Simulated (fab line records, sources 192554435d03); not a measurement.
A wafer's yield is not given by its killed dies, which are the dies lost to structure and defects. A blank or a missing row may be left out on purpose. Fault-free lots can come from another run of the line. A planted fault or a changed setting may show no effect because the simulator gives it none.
Which tool is to blame? || flow n5_finfet || 11 lots with 31 wafers sampled at 5 steps, on a route of 1938 steps

WHAT THE GAUGES READ, wafer by wafer
N5_BEOL_M4_RC_MEAS_101. Usual: DIBL_N 37.5 mV/V, standard deviation 2.5; DIBL_P 38 mV/V, standard deviation 3.1; IOFF_N 0.19 nA/um, standard deviation 0.059; IOFF_P 0.24 nA/um, standard deviation 0.061; ION_N 679 uA/um, standard deviation 16; ION_P 465 uA/um, standard deviation 9.8; SS_N 72.0 mV/dec, standard deviation 0.8; SS_P 73.7 mV/dec, standard deviation 0.86; VT_N 248 mV, standard deviation 4.5; VT_P -249 mV, standard deviation 3.5.
{"lot": "L550", "measured": "day 8 02:04", "on": "prober-02", "DIBL_N (mV/V)": "37.3 37.3 37.4", "DIBL_P (mV/V)": "38 40 38", "IOFF_N (nA/um)": "0.18 0.19 0.18", "IOFF_P (nA/um)": "0.23 0.27 0.22", "ION_N (uA/um)": "677 675 676", "ION_P (uA/um)": "459 465 460", "SS_N (mV/dec)": "72.0 72.5 72.6", "SS_P (mV/dec)": "73.5 74.2 73.8", "VT_N (mV)": "250 248 255", "VT_P (mV)": "-250 -248 -252", "flag": ""}
{"lot": "L551", "measured": "day 8 11:52", "on": "prober-02", "DIBL_N (mV/V)": "37.4 35.7", "DIBL_P (mV/V)": "40 38", "IOFF_N (nA/um)": "0.18 0.14", "IOFF_P (nA/um)": "0.24 0.19", "ION_N (uA/um)": "675 666", "ION_P (uA/um)": "466 463", "SS_N (mV/dec)": "71.5 71.5", "SS_P (mV/dec)": "73.8 73.9", "VT_N (mV)": "248 254", "VT_P (mV)": "-248 -252", "flag": ""}
{"lot": "L552", "measured": "day 8 20:26", "on": "prober-01", "DIBL_N (mV/V)": "35.7 33.3 37.1", "DIBL_P (mV/V)": "36 34 38", "IOFF_N (nA/um)": "0.15 0.11 0.18", "IOFF_P (nA/um)": "0.19 0.17 0.24", "ION_N (uA/um)": "673 651 669", "ION_P (uA/um)": "458 455 461", "SS_N (mV/dec)": "71.9 70.6 71.6", "SS_P (mV/dec)": "72.4 71.8 73.8", "VT_N (mV)": "253 255 248", "VT_P (mV)": "-250 -253 -249", "flag": ""}
{"lot": "L553", "measured": "day 8 20:35", "on": "prober-02", "DIBL_N (mV/V)": "37.5 41.0 37.7", "DIBL_P (mV/V)": "38 43 38", "IOFF_N (nA/um)": "0.19 0.31 0.18", "IOFF_P (nA/um)": "0.24 0.37 0.25", "ION_N (uA/um)": "679 711 683", "ION_P (uA/um)": "463 480 469", "SS_N (mV/dec)": "71.3 72.8 72.1", "SS_P (mV/dec)": "73.4 75.0 73.4", "VT_N (mV)": "249 238 248", "VT_P (mV)": "-248 -242 -247", "flag": ""}
{"lot": "L554", "measured": "day 8 23:56", "on": "prober-02", "DIBL_N (mV/V)": "31.0 33.5 33.7", "DIBL_P (mV/V)": "28 33 35", "IOFF_N (nA/um)": "0.08 0.12 0.13", "IOFF_P (nA/um)": "0.12 0.18 0.19", "ION_N (uA/um)": "644 679 672", "ION_P (uA/um)": "452 467 462", "SS_N (mV/dec)": "70.6 69.8 70.2", "SS_P (mV/dec)": "70.8 72.5 73.0", "VT_N (mV)": "259 253 250", "VT_P (mV)": "-255 -251 -250", "flag": ""}
{"lot": "L555", "measured": "day 9 23:35", "on": "prober-01", "DIBL_N (mV/V)": "33.7 37.1 41.1", "DIBL_P (mV/V)": "34 39 44", "IOFF_N (nA/um)": "0.12 0.18 0.31", "IOFF_P (nA/um)": "0.17 0.23 0.34", "ION_N (uA/um)": "662 677 705", "ION_P (uA/um)": "453 464 477", "SS_N (mV/dec)": "71.2 71.8 73.1", "SS_P (mV/dec)": "72.9 73.8 75.8", "VT_N (mV)": "255 249 244", "VT_P (mV)": "-252 -246 -245", "flag": ""}
{"lot": "L556", "measured": "day 10 05:40", "on": "prober-02", "DIBL_N (mV/V)": "35.9 37.2 33.6", "DIBL_P (mV/V)": "37 37 34", "IOFF_N (nA/um)": "0.16 0.19 0.11", "IOFF_P (nA/um)": "0.20 0.20 0.17", "ION_N (uA/um)": "667 680 659", "ION_P (uA/um)": "459 461 451", "SS_N (mV/dec)": "72.3 72.0 70.9", "SS_P (mV/dec)": "73.8 73.0 73.0", "VT_N (mV)": "251 249 255", "VT_P (mV)": "-252 -251 -254", "flag": ""}
{"lot": "L557", "measured": "day 10 21:11", "on": "prober-01", "DIBL_N (mV/V)": "34.4 38.7 37.1", "DIBL_P (mV/V)": "35 39 37", "IOFF_N (nA/um)": "0.10 0.18 0.14", "IOFF_P (nA/um)": "0.16 0.24 0.20", "ION_N (uA/um)": "657 673 651", "ION_P (uA/um)": "453 467 452", "SS_N (mV/dec)": "70.8 71.8 71.5", "SS_P (mV/dec)": "73.2 74.1 73.1", "VT_N (mV)": "260 247 252", "VT_P (mV)": "-253 -249 -251", "flag": ""}
{"lot": "L565", "measured": "day 11 23:17", "on": "prober-02", "DIBL_N (mV/V)": "36.4 37.9", "DIBL_P (mV/V)": "37 40", "IOFF_N (nA/um)": "0.15 0.19", "IOFF_P (nA/um)": "0.20 0.24", "ION_N (uA/um)": "679 689", "ION_P (uA/um)": "466 471", "SS_N (mV/dec)": "72.0 72.1", "SS_P (mV/dec)": "73.8 74.0", "VT_N (mV)": "252 248", "VT_P (mV)": "-252 -248", "flag": ""}
{"lot": "L569", "measured": "day 13 22:40", "on": "prober-02", "DIBL_N (mV/V)": "40.5 38.6 39.9", "DIBL_P (mV/V)": "38 36 38", "IOFF_N (nA/um)": "0.23 0.17 0.21", "IOFF_P (nA/um)": "0.26 0.22 0.25", "ION_N (uA/um)": "684 662 687", "ION_P (uA/um)": "465 460 466", "SS_N (mV/dec)": "72.7 73.0 71.8", "SS_P (mV/dec)": "73.8 73.4 74.0", "VT_N (mV)": "246 250 250", "VT_P (mV)": "-249 -249 -248", "flag": ""}
{"lot": "L571", "measured": "day 14 00:07", "on": "prober-02", "DIBL_N (mV/V)": "37.5 34.7 37.5", "DIBL_P (mV/V)": "39 35 40", "IOFF_N (nA/um)": "0.18 0.13 0.19", "IOFF_P (nA/um)": "0.22 0.17 0.26", "ION_N (uA/um)": "679 673 677", "ION_P (uA/um)": "466 459 463", "SS_N (mV/dec)": "72.5 71.5 72.1", "SS_P (mV/dec)": "73.7 73.4 74.5", "VT_N (mV)": "251 254 248", "VT_P (mV)": "-252 -252 -249", "flag": ""}

WHICH TOOL RAN EACH LOT (tool, then ch and the chambers of the sampled wafers, then the start)
{"lot": "L550", "N5_BEOL_M0_SPUTTER_132": "pvd_sputter-03, day 6 03:25", "N5_BEOL_M0_ANNEAL_133": "pvd_sputter-03, day 6 03:29", "N5_BEOL_M0_ANNEAL_119": "rtp_anneal-02 ch 0, day 6 03:56", "N5_BEOL_M0_CO_CAP_123": "cvd_co-01 ch 0,2, day 6 04:32"}
{"lot": "L551", "N5_BEOL_M0_SPUTTER_132": "pvd_sputter-03, day 6 12:00", "N5_BEOL_M0_ANNEAL_133": "pvd_sputter-03, day 6 12:05", "N5_BEOL_M0_ANNEAL_119": "rtp_anneal-02 ch 0, day 6 12:31", "N5_BEOL_M0_CO_CAP_123": "cvd_co-02 ch 0, day 6 13:10"}
{"lot": "L552", "N5_BEOL_M0_SPUTTER_132": "pvd_sputter-01, day 6 18:49", "N5_BEOL_M0_ANNEAL_133": "pvd_sputter-01, day 6 18:54", "N5_BEOL_M0_ANNEAL_119": "rtp_anneal-02 ch 0, day 6 19:16", "N5_BEOL_M0_CO_CAP_123": "cvd_co-02 ch 0,1, day 6 20:07"}
{"lot": "L553", "N5_BEOL_M0_SPUTTER_132": "pvd_sputter-01, day 6 20:04", "N5_BEOL_M0_ANNEAL_133": "pvd_sputter-01, day 6 20:09", "N5_BEOL_M0_ANNEAL_119": "rtp_anneal-02 ch 0, day 6 20:37", "N5_BEOL_M0_CO_CAP_123": "cvd_co-01 ch 1,2, day 6 21:16"}
{"lot": "L554", "N5_BEOL_M0_SPUTTER_132": "pvd_sputter-03, day 7 02:08", "N5_BEOL_M0_ANNEAL_133": "pvd_sputter-03, day 7 02:13", "N5_BEOL_M0_ANNEAL_119": "rtp_anneal-01 ch 0, day 7 02:55", "N5_BEOL_M0_CO_CAP_123": "cvd_co-01 ch 0,1,2, day 7 03:33"}
{"lot": "L555", "N5_BEOL_M0_SPUTTER_132": "pvd_sputter-01, day 7 12:58", "N5_BEOL_M0_ANNEAL_133": "pvd_sputter-01, day 7 13:04", "N5_BEOL_M0_ANNEAL_119": "rtp_anneal-01 ch 0, day 7 13:32", "N5_BEOL_M0_CO_CAP_123": "cvd_co-02 ch 1,2, day 7 14:33"}
{"lot": "L556", "N5_BEOL_M0_SPUTTER_132": "pvd_sputter-01, day 7 14:13", "N5_BEOL_M0_ANNEAL_133": "pvd_sputter-01, day 7 14:19", "N5_BEOL_M0_ANNEAL_119": "rtp_anneal-02 ch 0, day 7 15:23", "N5_BEOL_M0_CO_CAP_123": "cvd_co-01 ch 0,1, day 7 16:04"}
{"lot": "L557", "N5_BEOL_M0_SPUTTER_132": "pvd_sputter-03, day 8 04:51", "N5_BEOL_M0_ANNEAL_133": "pvd_sputter-03, day 8 04:56", "N5_BEOL_M0_ANNEAL_119": "rtp_anneal-02 ch 0, day 8 05:17", "N5_BEOL_M0_CO_CAP_123": "cvd_co-02 ch 0,1, day 8 05:57"}
{"lot": "L565", "N5_BEOL_M0_SPUTTER_132": "pvd_sputter-02, day 9 22:01", "N5_BEOL_M0_ANNEAL_133": "pvd_sputter-02, day 9 22:05", "N5_BEOL_M0_ANNEAL_119": "rtp_anneal-02 ch 0, day 9 22:35", "N5_BEOL_M0_CO_CAP_123": "cvd_co-01 ch 0,1, day 9 23:08"}
{"lot": "L569", "N5_BEOL_M0_SPUTTER_132": "pvd_sputter-01, day 11 02:16", "N5_BEOL_M0_ANNEAL_133": "pvd_sputter-01, day 11 02:21", "N5_BEOL_M0_ANNEAL_119": "rtp_anneal-01 ch 0, day 11 02:48", "N5_BEOL_M0_CO_CAP_123": "cvd_co-02 ch 0,1, day 11 03:23"}
{"lot": "L571", "N5_BEOL_M0_SPUTTER_132": "pvd_sputter-02, day 11 08:11", "N5_BEOL_M0_ANNEAL_133": "pvd_sputter-02, day 11 08:16", "N5_BEOL_M0_ANNEAL_119": "rtp_anneal-01 ch 0, day 11 09:09", "N5_BEOL_M0_CO_CAP_123": "cvd_co-02 ch 1,2, day 11 09:47"}
- N5_BEOL_M0_SPUTTER_132: material Cu, target thk 4 nm, time 7.37 s.
- N5_BEOL_M0_ANNEAL_133: time 60 s.
- N5_BEOL_M0_ANNEAL_119: time 90 s.
- N5_BEOL_M0_CO_CAP_123: material Co, precursor CCTBA/H2, target thk 2 nm, time 102.1 s.

WHAT THE TOOLS THEMSELVES READ (means of the sampled wafers that have a number; where no wafer has one, the mark that the record gives instead)
N5_BEOL_M0_SPUTTER_132. Usual: throttle_valve_pct reads 29.9 % (standard deviation 1).
{"lot": "L550", "tool": "pvd_sputter-03", "throttle_valve_pct (%)": 29.1, "flag": ""}
{"lot": "L551", "tool": "pvd_sputter-03", "throttle_valve_pct (%)": 30.6, "flag": ""}
{"lot": "L552", "tool": "pvd_sputter-01", "throttle_valve_pct (%)": 29.9, "flag": ""}
{"lot": "L553", "tool": "pvd_sputter-01", "throttle_valve_pct (%)": 30.0, "flag": ""}
{"lot": "L554", "tool": "pvd_sputter-03", "throttle_valve_pct (%)": 29.1, "flag": ""}
{"lot": "L555", "tool": "pvd_sputter-01", "throttle_valve_pct (%)": 30.7, "flag": ""}
{"lot": "L556", "tool": "pvd_sputter-01", "throttle_valve_pct (%)": 29.8, "flag": ""}
{"lot": "L557", "tool": "pvd_sputter-03", "throttle_valve_pct (%)": 29.9, "flag": ""}
{"lot": "L565", "tool": "pvd_sputter-02", "throttle_valve_pct (%)": 30.1, "flag": ""}
{"lot": "L569", "tool": "pvd_sputter-01", "throttle_valve_pct (%)": 30.2, "flag": ""}
{"lot": "L571", "tool": "pvd_sputter-02", "throttle_valve_pct (%)": 30.3, "flag": ""}

N5_BEOL_M0_ANNEAL_133. Usual: heater_power_w reads 809 W (standard deviation 85).
{"lot": "L550", "tool": "pvd_sputter-03", "heater_power_w (W)": 814, "flag": ""}
{"lot": "L551", "tool": "pvd_sputter-03", "heater_power_w (W)": 760, "flag": ""}
{"lot": "L552", "tool": "pvd_sputter-01", "heater_power_w (W)": 758, "flag": ""}
{"lot": "L553", "tool": "pvd_sputter-01", "heater_power_w (W)": 849, "flag": ""}
{"lot": "L554", "tool": "pvd_sputter-03", "heater_power_w (W)": 808, "flag": ""}
{"lot": "L555", "tool": "pvd_sputter-01", "heater_power_w (W)": 891, "flag": ""}
{"lot": "L556", "tool": "pvd_sputter-01", "heater_power_w (W)": 855, "flag": ""}
{"lot": "L557", "tool": "pvd_sputter-03", "heater_power_w (W)": 813, "flag": ""}
{"lot": "L565", "tool": "pvd_sputter-02", "heater_power_w (W)": 796, "flag": ""}
{"lot": "L569", "tool": "pvd_sputter-01", "heater_power_w (W)": 846, "flag": ""}
{"lot": "L571", "tool": "pvd_sputter-02", "heater_power_w (W)": 776, "flag": ""}

N5_BEOL_M0_ANNEAL_119. Usual: wafer_temp_C_max reads 225.91 (standard deviation 0.26).
{"lot": "L550", "tool": "rtp_anneal-02", "wafer_temp_C_max": 226.30, "flag": ""}
{"lot": "L551", "tool": "rtp_anneal-02", "wafer_temp_C_max": 226.20, "flag": ""}
{"lot": "L552", "tool": "rtp_anneal-02", "wafer_temp_C_max": 226.11, "flag": ""}
{"lot": "L553", "tool": "rtp_anneal-02", "wafer_temp_C_max": 225.64, "flag": ""}
{"lot": "L554", "tool": "rtp_anneal-01", "wafer_temp_C_max": 225.63, "flag": ""}
{"lot": "L555", "tool": "rtp_anneal-01", "wafer_temp_C_max": 225.90, "flag": ""}
{"lot": "L556", "tool": "rtp_anneal-02", "wafer_temp_C_max": 225.90, "flag": ""}
{"lot": "L557", "tool": "rtp_anneal-02", "wafer_temp_C_max": 226.04, "flag": ""}
{"lot": "L565", "tool": "rtp_anneal-02", "wafer_temp_C_max": 225.89, "flag": ""}
{"lot": "L569", "tool": "rtp_anneal-01", "wafer_temp_C_max": 225.59, "flag": ""}
{"lot": "L571", "tool": "rtp_anneal-01", "wafer_temp_C_max": 225.78, "flag": ""}

N5_BEOL_M0_CO_CAP_123. Usual: heater_power_w 239 W, standard deviation 29; run_length_s 125.2 s, standard deviation 0.65.
{"lot": "L550", "tool": "cvd_co-01", "heater_power_w (W)": 245, "run_length_s (s)": 125.3, "flag": ""}
{"lot": "L551", "tool": "cvd_co-02", "heater_power_w (W)": 212, "run_length_s (s)": 125.8, "flag": ""}
{"lot": "L552", "tool": "cvd_co-02", "heater_power_w (W)": 215, "run_length_s (s)": 125.2, "flag": ""}
{"lot": "L553", "tool": "cvd_co-01", "heater_power_w (W)": 288, "run_length_s (s)": 125.2, "flag": ""}
{"lot": "L554", "tool": "cvd_co-01", "heater_power_w (W)": 267, "run_length_s (s)": 125.6, "flag": ""}
{"lot": "L555", "tool": "cvd_co-02", "heater_power_w (W)": 221, "run_length_s (s)": 124.7, "flag": ""}
{"lot": "L556", "tool": "cvd_co-01", "heater_power_w (W)": 256, "run_length_s (s)": 125.6, "flag": ""}
{"lot": "L557", "tool": "cvd_co-02", "heater_power_w (W)": 221, "run_length_s (s)": 124.5, "flag": ""}
{"lot": "L565", "tool": "cvd_co-01", "heater_power_w (W)": 268, "run_length_s (s)": 159.8, "flag": "OFF"}
{"lot": "L569", "tool": "cvd_co-02", "heater_power_w (W)": 219, "run_length_s (s)": 125.5, "flag": ""}
{"lot": "L571", "tool": "cvd_co-02", "heater_power_w (W)": 219, "run_length_s (s)": 125.0, "flag": ""}

THE ANSWER, worked out from the rows above alone
Rule: lot off if the mean of its wafers having a number is beyond 3 standard deviations from the usual mean. A lot without any number at a reading at which 4 lots or more have one is off too. Any other lot the step has rows for is counted as sound. Order of review: gauges by route order, followed by the tools' own readings, for which a lot's mean as printed above is used. The first step at which some lot is off is used, and at that step the reading that is off furthest; a lot without a number counts as furthest.
Off, at N5_BEOL_M0_CO_CAP_123 on run_length_s: L565.
A tool fits if, at that step or a process step before it, it ran every lot that is off, and no sound lot after the first of them. Undecided on this evidence; 2 tools fit (rtp_anneal-02 at N5_BEOL_M0_ANNEAL_119, cvd_co-01 at N5_BEOL_M0_CO_CAP_123).

WHAT THE SIMULATOR HAD PUT IN
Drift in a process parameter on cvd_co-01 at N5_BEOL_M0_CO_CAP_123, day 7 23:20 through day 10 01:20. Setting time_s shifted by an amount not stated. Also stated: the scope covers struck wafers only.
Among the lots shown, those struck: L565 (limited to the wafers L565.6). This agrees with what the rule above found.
